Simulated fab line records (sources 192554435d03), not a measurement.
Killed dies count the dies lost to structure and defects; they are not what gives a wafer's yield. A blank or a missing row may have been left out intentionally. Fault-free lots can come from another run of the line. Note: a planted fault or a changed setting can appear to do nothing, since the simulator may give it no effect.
Matching of chambers | flow n5-finfet | rie-diel-05 running N5_BEOL_M0_SAQP_ETCH_88: 4 sister chambers
The step etches underlayer in N2/H2, target depth 6.5 nm, time 5.2 s. 4 wafers are shown with their chamber, then 7 later ones without.

## EACH WAFER AND ITS CHAMBER
wafer  | chamber | showerhead-plenum-p-Torr (Torr)
L082.4 | 0       | 2.35
L086.1 | 3       | 2.61
L089.1 | 2       | 2.67
L089.4 | 1       | 2.70

## WAFERS WITHOUT THEIR CHAMBER
wafer  | showerhead-plenum-p-Torr (Torr)
L089.6 | 2.67
L093.1 | 2.69
L093.5 | 2.67
L093.6 | 2.60
L096.2 | 2.34
L096.3 | 2.60
L096.4 | 2.67

## CHAMBER TAKEN BY EACH
wafer  | from the rows above     | in truth
L089.6 | 2                       | 2
L093.1 | can't be placed: 1 or 2 | 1
L093.5 | 2                       | 2
L093.6 | 3                       | 3
L096.2 | 0                       | 0
L096.3 | 3                       | 3
L096.4 | 2                       | 2
6 of 7 placed correctly. Not placeable from these rows: 1 (in 1, the candidates include the true chamber). Wrongly placed: 0.
How it was worked out, from the rows above alone: a wafer's distance from a chamber is the root of the sum, over the readings, of the square of ((its reading less the chamber's mean) divided by the reading's scatter). If the next closest chamber is less than 2 further off than the closest, the wafer can't be placed; otherwise it belongs to the closest. A chamber's mean is the mean of its shown wafers. The scatter (one wafer shown for each chamber): square how far every hidden wafer sits from the nearest shown wafer, average those squares and take the square root.
